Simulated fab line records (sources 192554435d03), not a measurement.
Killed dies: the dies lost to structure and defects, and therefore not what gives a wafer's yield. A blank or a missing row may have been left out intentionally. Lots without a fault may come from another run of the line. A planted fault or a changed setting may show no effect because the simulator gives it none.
Chamber matching + flow n5-finfet + N5_MOL_CONTACT_COAG_ETCH_66 on rie-diel-02: 4 sister chambers
The step etches SiARC in CF4, target depth 13 nm, time 21.7 s. 8 wafers are shown with their chamber, then 7 later ones without.

## EACH WAFER AND ITS CHAMBER
| wafer  | chamber | etch-rf-on-time-s (s) | throttle-valve-pct (%) |
|--------|---------|-----------------------|------------------------|
| L081.1 | 1       | 21.5                  | 15.99                  |
| L081.4 | 0       | 21.4                  | 15.62                  |
| L081.5 | 0       | 21.5                  | 15.63                  |
| L081.6 | 3       | 21.1                  | 15.88                  |
| L086.5 | 1       | 21.7                  | 15.44                  |
| L086.6 | 2       | 22.1                  | 15.56                  |
| L087.2 | 2       | 22.1                  | 15.58                  |
| L087.3 | 3       | 21.5                  | 15.92                  |

## WAFERS WITH NO CHAMBER GIVEN
| wafer  | etch-rf-on-time-s (s) | throttle-valve-pct (%) |
|--------|-----------------------|------------------------|
| L087.5 | 21.8                  | 15.66                  |
| L088.2 | 21.5                  | 15.94                  |
| L088.4 | 21.8                  | 15.68                  |
| L088.6 | 21.7                  | 15.67                  |
| L094.1 | 21.9                  | 15.59                  |
| L094.2 | 21.8                  | 15.94                  |
| L094.4 | 22.1                  | 15.48                  |

## THE CHAMBER EACH PASSED THROUGH
| wafer  | from the rows above               | in truth                   |
|--------|-----------------------------------|----------------------------|
| L087.5 | can't be placed: 1 or 2 or 0      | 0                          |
| L088.2 | can't be placed: 3 or 1 or 0      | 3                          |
| L088.4 | can't be placed: 1 or 2 or 0      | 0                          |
| L088.6 | can't be placed: 1 or 0 or 2      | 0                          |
| L094.1 | can't be placed: 2 or 1 or 0      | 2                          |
| L094.2 | can't be placed: 1 or 2 or 0 or 3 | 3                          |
| L094.4 | 2                                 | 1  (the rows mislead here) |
Placed correctly: 0 of 7. These rows do not allow placing 6 (true chamber among the candidates in 6). Placed wrongly: 1.
How it was worked out, from the rows above alone: a wafer's distance from a chamber is the root of the sum, over the readings, of the square of ((its reading less the chamber's mean) divided by the reading's scatter). If the next closest chamber is less than 2 further off than the closest, the wafer can't be placed; otherwise it belongs to the closest. Each chamber's mean is taken over the wafers shown for it. The scatter: the root of (the sum of the squares of (reading less its chamber's mean) over the shown wafers, divided by (wafers less chambers)).
